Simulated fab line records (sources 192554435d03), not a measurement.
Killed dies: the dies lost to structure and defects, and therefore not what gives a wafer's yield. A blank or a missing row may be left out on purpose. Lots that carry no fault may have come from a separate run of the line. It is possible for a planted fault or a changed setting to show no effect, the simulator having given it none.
Which tool is to blame?	flow n5 finfet	11 lots (33 wafers sampled), 1 step of a 1938-step route

WHAT THE GAUGES SHOWED, per wafer
N5_BEOL_M7_OVL_MEAS_12.
lot	measured	on	M7_OVL (nm)
L264	day 8 19:49	overlay-02	-0.8 -0.2 -0.7
L266	day 8 22:35	overlay-01	1.5 0.5 0.0
L268	day 9 22:35	overlay-01	-0.2 -0.3 -1.8
L267	day 10 04:14	overlay-02	-0.7 0.0 0.0
L269	day 10 04:38	overlay-01	0.0 0.4 -0.6
L274	day 11 13:39	overlay-02	0.8 -0.2 1.7
L277	day 12 17:07	overlay-02	1.8 0.5 0.7
L280	day 12 22:02	overlay-01	-1.4 -2.2 -0.2
L279	day 12 22:24	overlay-01	-0.3 -1.0 -0.4
L281	day 13 05:30	overlay-01	-0.5 1.6 1.7
L283	day 13 21:04	overlay-01	-0.2 -0.8 0.2

WHICH TOOL RAN EACH LOT (tool, then ch and the chambers of the sampled wafers, then the start)
Record: no process step prior to these readings.

THE ANSWER, worked out from the rows above alone
Rule: usual is defined by the lots themselves. The widest of any qualifying gaps counts: lots, ordered by their means at a reading, are off when they make up no more than a third of the lots, leave a main group of 4 or more, and stand apart from it by 3 or more times the standard deviation of that group's means. A main group is skipped when, at the precision printed for the reading in the tables above, its means are all equal. Also off: a lot with no number at a reading for which 4 or more lots have one. All remaining lots with rows at the step are treated as sound.
No lot is off at any reading shown: from this, nothing can be told.

WHAT HAD BEEN PUT IN BY THE SIMULATOR
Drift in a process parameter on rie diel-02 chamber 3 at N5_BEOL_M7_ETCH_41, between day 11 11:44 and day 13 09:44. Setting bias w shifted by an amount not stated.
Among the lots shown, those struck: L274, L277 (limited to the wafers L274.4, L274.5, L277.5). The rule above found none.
